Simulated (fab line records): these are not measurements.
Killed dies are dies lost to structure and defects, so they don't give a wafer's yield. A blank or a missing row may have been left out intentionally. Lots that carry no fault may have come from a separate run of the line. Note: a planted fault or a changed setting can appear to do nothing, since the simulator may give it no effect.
fab line records	flow n5Finfet
record: lots: 10	wafers: 28	lastDay: 17
route steps=1938 shown SD_EPI_P@303 BEOL_M4@1111
lots with no fault: from the same line, run without faults
startH: hours from the record's first day to the start of the lot's first wafer shown	waitH: time in hours since the lot's previous step	" as in the row above	L1.1+2: a row that stands for several wafers	- no value, or no start was given	* or withheld: withheld	< > ~ a bound
route shown NAME@n: a module of which the file shows steps, and the number in the route of the first	usual: mean/standard deviation of fault-free wafers	same: alike in all rows	chamber/n: place in a boat	sites: the reading at each site	_std_site: the values' standard deviation	_edge_site: mean of outer sites minus mean of inner sites	radiusMm: for every site, how far away it sits from the centre of the wafer	mask NAME#n: copy n	behind: tool/chamber where the wafer was last shaped	hold: what put the lot on hold/how long, in hours/how the hold closed	device: the transistor (n, p or np) that didn't switch	end of line: tests run on the same wafers once the route is complete	for a step that has no rows: nothing shown but its recipe	killed: dies that structure and defects cost at the first sort, which is not the same as the wafer's yield	map: a wafer's dies, marking killed ones x, the rest . and places with no die _
set.NAME: the setting that was run; set.NAME@STEP: the one run at that earlier step	model.NAME: the simulator's own value behind a step, which no gauge read
the route's steps for a sample of lots (tables are steps, rows are wafers)
services: the hour from which a tool's chamber was out of use, counted from the record's first day as startH (under 0 if before that day), plus the number of hours and why
== steps ==
step: N5_SD_EPI_P_CD_MEAS_09
recipe: targetCdNm: 240	landingEnergyEv: 500	detector: seInlens
usual: cdNm: 240.0/0.56
lot.wafer	tool	chamber	startH	waitH	cdNm
L628.3	cdSem-03	0	60.49	-	240.4
L628.5	"	0	"	"	240.8
L628.6	"	0	"	"	240.8
L629.2	cdSem-02	0	67.57	-	238.8
L629.4	"	0	"	"	239.3
L629.5	"	0	"	"	239.8
L630.2	cdSem-02	0	74.60	-	241.0
L630.4	"	0	"	"	239.5
L630.5	"	0	"	"	240.0
L632.3	cdSem-03	0	85.26	-	239.9
L632.4	"	0	"	"	240.1
L632.6	"	0	"	"	239.7
L638.3	cdSem-01	0	126.21	-	239.9
L638.4	"	0	"	"	239.6
L641.1	cdSem-01	0	137.88	-	239.9
L641.3	"	0	"	"	240.4
L644.1	cdSem-01	0	153.50	-	238.3
L644.2	"	0	"	"	239.4
L644.4	"	0	"	"	239.5
L645.1	cdSem-03	0	162.42	-	239.3
L645.2	"	0	"	"	239.0
L645.6	"	0	"	"	239.4
L647.1	cdSem-03	0	173.66	-	239.6
L647.3	"	0	"	"	240.3
L647.4	"	0	"	"	240.1
L648.1	cdSem-03	0	180.25	-	239.4
L648.2	"	0	"	"	239.6
L648.5	"	0	"	"	239.4
step: N5_SD_EPI_P_OVL_MEAS_10
recipe: pointsPerWafer: 44
usual: SD_P_BLK_OVL: 0.1/0.8
lot.wafer	tool	chamber	startH	waitH	SD_P_BLK_OVL[nm]
L628.3	overlay-01	0	60.52	0.0	-0.6
L628.5	"	0	"	"	-0.9
L628.6	"	0	"	"	-0.6
L629.2	overlay-01	0	67.60	0.0	0.0
L629.4	"	0	"	"	-0.1
L629.5	"	0	"	"	1.0
L630.2	overlay-02	0	74.63	0.0	-0.7
L630.4	"	0	"	"	-0.5
L630.5	"	0	"	"	-0.3
L632.3	overlay-01	0	85.29	0.0	2.1
L632.4	"	0	"	"	0.0
L632.6	"	0	"	"	0.7
L638.3	overlay-01	0	126.24	0.0	-0.4
L638.4	"	0	"	"	0.2
L641.1	overlay-02	0	137.91	0.0	0.2
L641.3	"	0	"	"	0.9
L644.1	overlay-02	0	153.53	0.0	0.6
L644.2	"	0	"	"	-0.2
L644.4	"	0	"	"	-0.3
L645.1	overlay-02	0	162.45	0.0	0.2
L645.2	"	0	"	"	0.8
L645.6	"	0	"	"	1.1
L647.1	overlay-01	0	173.70	0.0	1.8
L647.3	"	0	"	"	0.3
L647.4	"	0	"	"	0.9
L648.1	overlay-02	0	180.28	0.0	-0.9
L648.2	"	0	"	"	-0.3
L648.5	"	0	"	"	0.7
step: N5_SD_EPI_P_ETCHBACK_46
recipe: chemistry: CH3F/O2	mode: anisotropicEtchback	target: SiNx	targetDepthA: 175	stopOn: SiO2	overEtchFrac: 0.3	ionEnergyEv: 120	pressureMtorr: 30	sourceW: 395	biasW: 73	Ar_flow_sccm: 150	CH3F_flow_sccm: 30	O2_flow_sccm: 20
usual: drypumpMotorCurrentA: 5.9/0.43	oesProductAu: 0.67/0.055	rfVppV: 297.6/2.1	showerheadPlenumPTorr: 2.03/0.055	throttleValvePct: 16.34/0.15
lot.wafer	tool	chamber	startH	waitH	drypumpMotorCurrentA	oesProductAu	rfHoursCounterH	rfVppV	showerheadPlenumPTorr	throttleValvePct
L628.3	rieDiel-05	3	60.99	0.0	5.7	0.77	17	300.1	2.13	16.26
L628.5	"	2	"	"	5.7	0.65	-	301.0	2.07	16.51
L628.6	"	3	"	"	5.7	0.78	-	301.1	2.13	16.23
L629.2	rieDiel-04	0	68.31	0.0	5.4	0.77	27	300.3	2.12	16.05
L629.4	"	1	"	"	6.2	0.68	110	297.3	2.01	16.45
L629.5	"	3	"	"	6.5	0.64	-	294.7	2.00	16.28
L630.2	rieDiel-05	3	75.10	0.0	5.7	0.76	21	300.3	2.13	16.25
L630.4	"	0	"	"	5.2	0.72	56	297.8	2.04	16.50
L630.5	"	1	"	"	5.8	0.65	-	296.1	2.09	16.37
L632.3	rieDiel-04	0	85.79	0.0	5.4	0.76	32	298.1	2.12	16.06
L632.4	"	1	"	"	6.2	0.68	116	296.8	2.01	16.47
L632.6	"	1	"	"	6.2	0.67	-	296.3	2.01	16.45
L638.3	rieDiel-05	1	127.34	0.0	5.8	0.63	152	296.4	2.08	16.38
L638.4	"	3	"	"	5.7	0.74	36	299.7	2.12	16.28
L641.1	rieDiel-05	3	138.41	0.0	5.7	0.73	39	301.3	2.12	16.30
L641.3	"	1	"	"	5.8	0.63	155	295.5	2.08	16.41
L644.1	rieDiel-03	3	154.00	0.0	5.6	0.60	201	300.1	1.98	16.48
L644.2	"	1	"	"	6.1	0.75	29	294.7	1.95	16.12
L644.4	"	1	"	"	6.1	0.75	-	298.3	1.95	16.10
L645.1	rieDiel-04	1	163.03	0.0	6.2	0.65	140	297.9	2.00	16.49
L645.2	"	3	"	"	6.5	0.62	170	293.8	2.00	16.33
L645.6	"	3	"	"	6.5	0.61	-	294.3	2.00	16.31
L647.1	rieDiel-04	2	174.18	0.0	6.5	0.62	203	296.0	1.98	16.31
L647.3	"	1	"	"	6.2	0.65	144	298.4	2.00	16.50
L647.4	"	0	"	"	5.4	0.72	61	299.0	2.11	16.11
L648.1	rieDiel-03	1	181.72	0.0	6.0	0.75	36	298.4	1.95	16.12
L648.2	"	2	"	"	5.5	0.63	180	295.4	1.99	16.20
L648.5	"	2	"	"	5.5	0.63	-	295.7	1.99	16.21
step: N5_SD_EPI_P_ETCH_16
recipe: chemistry: CHF3/O2	target: SiO2	targetDepthA: 50	maskMaterial: SOC	pressureMtorr: 30	sourceW: 650	biasW: 170	Ar_flow_sccm: 200	CHF3_flow_sccm: 50	O2_flow_sccm: 5	ionEnergyEv: 200
usual: drypumpMotorCurrentA: 5.9/0.42	oesProductAu: 0.78/0.069	rfVppV: 524/3.5	showerheadPlenumPTorr: 2.45/0.063	throttleValvePct: 18.88/0.15
lot.wafer	tool	chamber	startH	waitH	drypumpMotorCurrentA	oesProductAu	rfHoursCounterH	rfVppV	showerheadPlenumPTorr	throttleValvePct
L628.3	rieDiel-05	3	61.19	0.1	5.7	0.91	17	527	2.56	18.83
L628.5	"	2	"	"	5.7	0.75	-	527	2.49	19.06
L628.6	"	3	"	"	5.7	0.92	-	529	2.56	18.83
L629.2	rieDiel-04	0	68.51	0.1	5.4	0.89	27	526	2.55	18.61
L629.4	"	1	"	"	6.2	0.78	110	524	2.42	19.00
L629.5	"	3	"	"	6.5	0.73	-	519	2.42	18.82
L630.2	rieDiel-05	3	75.30	0.1	5.8	0.91	21	529	2.55	18.83
L630.4	"	0	"	"	5.2	0.84	57	523	2.45	19.10
L630.5	"	1	"	"	5.8	0.76	-	522	2.51	18.91
L632.3	rieDiel-04	0	85.99	0.1	5.4	0.88	33	526	2.55	18.61
L632.4	"	1	"	"	6.3	0.78	116	523	2.42	19.01
L632.6	"	1	"	"	6.2	0.79	-	523	2.42	19.01
L638.3	rieDiel-05	1	127.54	0.1	5.8	0.74	152	521	2.50	18.94
L638.4	"	3	"	"	5.7	1.09	36	527	2.55	18.89
L641.1	rieDiel-05	3	138.61	0.1	5.7	1.08	40	530	2.55	18.92
L641.3	"	1	"	"	5.8	0.74	156	522	2.50	18.93
L644.1	rieDiel-03	3	154.20	0.1	5.6	0.70	201	531	2.39	19.00
L644.2	"	1	"	"	6.0	0.90	29	523	2.35	18.69
L644.4	"	1	"	"	6.0	0.89	-	522	2.35	18.71
L645.1	rieDiel-04	1	163.23	0.1	6.2	0.76	140	524	2.41	19.06
L645.2	"	3	"	"	6.4	0.71	170	519	2.41	18.86
L645.6	"	3	"	"	6.5	0.72	-	519	2.41	18.87
L647.1	rieDiel-04	2	174.38	0.1	6.5	0.72	203	522	2.39	18.79
L647.3	"	1	"	"	6.2	0.76	144	525	2.41	19.05
L647.4	"	0	"	"	5.5	0.85	61	527	2.54	18.65
L648.1	rieDiel-03	1	181.92	0.1	6.1	0.89	36	522	2.35	18.69
L648.2	"	2	"	"	5.5	0.75	180	522	2.40	18.71
L648.5	"	2	"	"	5.5	0.75	-	523	2.40	18.73
step: N5_BEOL_M4_RC_MEAS_101
usual: DIBL_N: 36.1/1.3	DIBL_P: 36.1/1.7	IOFF_N: 0.154/0.022	IOFF_P: 0.201/0.024	ION_N: 675/8.9	ION_P: 462/5.9	SS_N: 71.5/0.49	SS_P: 73.3/0.58	VT_N: 250.0/2.7	VT_P: -251.3/2.7
lot.wafer	tool	chamber	startH	waitH	DIBL_N[mV/V]	DIBL_P[mV/V]	IOFF_N[nA/um]	IOFF_P[nA/um]	ION_N[uA/um]	ION_P[uA/um]	SS_N[mV/dec]	SS_P[mV/dec]	VT_N[mV]	VT_P[mV]
L628.3	prober-02	0	170.07	0.3	34.0	33.8	0.133	0.171	662	449	71.7	72.9	250.9	-255.2
L628.5	"	0	"	"	33.7	33.7	0.128	0.170	672	464	71.9	73.1	254.0	-254.0
L628.6	"	0	"	"	33.8	33.5	0.129	0.167	662	456	71.2	72.6	252.7	-255.0
L629.2	prober-01	0	170.57	0.2	36.8	37.7	0.168	0.185	678	452	72.2	73.7	250.7	-254.7
L629.4	"	0	"	"	36.0	36.4	0.146	0.172	662	452	71.3	73.7	251.7	-253.2
L629.5	"	0	"	"	37.6	38.3	0.165	0.184	676	448	72.1	73.5	250.3	-254.9
L630.2	prober-02	0	189.27	0.2	37.6	37.2	0.164	0.216	681	468	71.6	73.5	250.3	-249.2
L630.4	"	0	"	"	38.4	38.5	0.181	0.235	684	468	72.1	73.9	248.3	-249.2
L630.5	"	0	"	"	35.2	34.9	0.134	0.184	681	466	71.5	73.4	252.3	-253.5
L632.3	prober-01	0	193.75	0.3	35.5	35.7	0.139	0.213	673	460	72.1	73.3	251.8	-249.5
L632.4	"	0	"	"	35.4	34.5	0.133	0.200	656	459	71.7	72.9	253.1	-248.3
L632.6	"	0	"	"	35.1	34.4	0.133	0.200	663	461	71.3	72.8	249.9	-248.9
L638.3	prober-02	0	259.86	0.3	36.7	37.2	0.167	0.223	682	467	71.5	73.8	245.8	-248.0
L638.4	"	0	"	"	34.8	33.9	0.126	0.174	671	460	70.7	72.4	251.2	-251.6
L641.1	prober-02	0	261.64	0.0	36.6	35.2	0.166	0.215	678	455	71.7	73.0	246.1	-251.5
L641.3	"	0	"	"	36.9	35.6	0.167	0.219	681	465	71.5	73.0	246.6	-250.9
L645.1	prober-02	0	284.72	0.0	36.0	36.7	0.141	0.183	668	455	70.9	73.6	250.3	-252.3
L645.2	"	0	"	"	36.6	36.9	0.141	0.189	667	456	71.6	73.5	252.9	-256.0
L645.6	"	0	"	"	34.9	35.4	0.122	0.162	659	453	70.7	72.5	253.9	-256.0
L644.1	prober-02	0	287.81	0.0	36.5	37.5	0.156	0.221	674	468	71.2	73.8	251.3	-248.6
L644.2	"	0	"	"	36.1	37.5	0.160	0.216	676	470	72.1	72.7	251.1	-247.2
L644.4	"	0	"	"	35.8	37.1	0.146	0.205	665	464	72.0	72.9	253.0	-247.0
L647.1	prober-02	0	293.24	0.0	38.8	38.7	0.206	0.234	693	465	72.0	74.5	246.4	-251.8
L647.3	"	0	"	"	38.5	38.0	0.195	0.228	696	471	71.5	74.8	247.9	-251.2
L647.4	"	0	"	"	36.1	35.9	0.144	0.182	675	458	71.0	73.2	250.5	-255.0
L648.1	prober-01	0	293.85	0.0	36.3	37.0	0.169	0.199	683	464	71.6	73.0	247.2	-252.2
L648.2	"	0	"	"	36.2	36.7	0.165	0.196	672	453	71.1	73.2	248.2	-250.7
L648.5	"	0	"	"	37.9	38.0	0.194	0.216	690	465	71.3	73.8	245.6	-248.9
== services ==
tool	chamber	startH	hours	kind
rieDiel-03	1	60.76	-	clean
rieDiel-03	1	60.76	-	consumableReplace:focusRing
rieDiel-03	1	60.76	13.9	scheduledDown
rieDiel-03	1	60.76	13.9	ventCycle
rieDiel-03	2	79.31	3.5	repair
rieDiel-03	-	87.04	0.8	repair
rieDiel-04	3	95.97	9.2	repair
rieDiel-03	2	97.05	64.8	repair
rieDiel-05	-	140.08	0.4	repair
== key ==
firstSign: step: N5_SD_EPI_P_ETCH_16	reading: oesProductAu	direction: up	sigmas: 4.4	usual: 0.78	struck: 1.09
effect none on later readings
metAt N5_SD_EPI_P_ETCH_16
struckLots L638,L641
struckWafers L638.4,L641.1
notActingAt N5_SD_EPI_P_CD_MEAS_09,N5_SD_EPI_P_OVL_MEAS_10,N5_SD_EPI_P_ETCHBACK_46
onsetBetween 75.30 127.54
fault: kind: processParameterDrift	tool: rieDiel-05	chamber: -	onsetH: 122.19	steps: N5_SD_EPI_P_ETCH_16	channel: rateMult	offset: 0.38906	shape: step	endH: 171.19	scope: struckWafersOnly
